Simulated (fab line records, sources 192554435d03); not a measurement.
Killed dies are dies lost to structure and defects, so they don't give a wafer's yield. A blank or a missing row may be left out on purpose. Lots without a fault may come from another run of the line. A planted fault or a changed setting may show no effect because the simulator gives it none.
Chamber matching | flow n5_finfet | N5_BEOL_M6_PECVD_70 on pecvd-03: 3 sister chambers
The step deposits SiO2 from TEOS/O2, target thk 20 nm, time 22.7 s. 6 wafers are shown with their chamber, then 8 later ones without.

WAFERS WITH THEIR CHAMBER
wafer  | chamber | showerhead_plenum_p_Torr (Torr) | throttle_valve_pct (%)
L088.4 | 2       | 8.75                            | 19.5
L092.4 | 2       | 8.76                            | 19.8
L091.1 | 1       | 8.74                            | 23.0
L091.4 | 0       | 8.88                            | 22.0
L091.5 | 1       | 8.74                            | 23.3
L094.1 | 0       | 8.90                            | 22.1

WAFERS WITHOUT THEIR CHAMBER
wafer  | showerhead_plenum_p_Torr (Torr) | throttle_valve_pct (%)
L094.2 | 8.76                            | 19.7
L094.6 | 8.88                            | 22.0
L095.3 | 8.70                            | 23.3
L095.5 | 8.73                            | 23.4
L095.6 | 8.89                            | 22.1
L096.1 | 8.76                            | 19.7
L096.4 | 8.87                            | 22.2
L096.6 | 8.75                            | 20.0

WHICH CHAMBER EACH WENT THROUGH
wafer  | from the rows above | in truth
L094.2 | 2                   | 2
L094.6 | 0                   | 0
L095.3 | 1                   | 1
L095.5 | 1                   | 1
L095.6 | 0                   | 0
L096.1 | 2                   | 2
L096.4 | 0                   | 0
L096.6 | 2                   | 2
Placed correctly: 8 of 8. Can't be placed from these rows: 0. Placed wrongly: 0.
How it was worked out, from the rows above alone: a wafer's distance from a chamber is the root of the sum, over the readings, of the square of ((its reading less the chamber's mean) divided by the reading's scatter). The wafer belongs to the nearest chamber; if the next one is less than 2 further off, it can't be placed. A chamber's mean is the mean of its shown wafers. The scatter: the root of (the sum of the squares of (reading less its chamber's mean) over the shown wafers, divided by (wafers less chambers)).
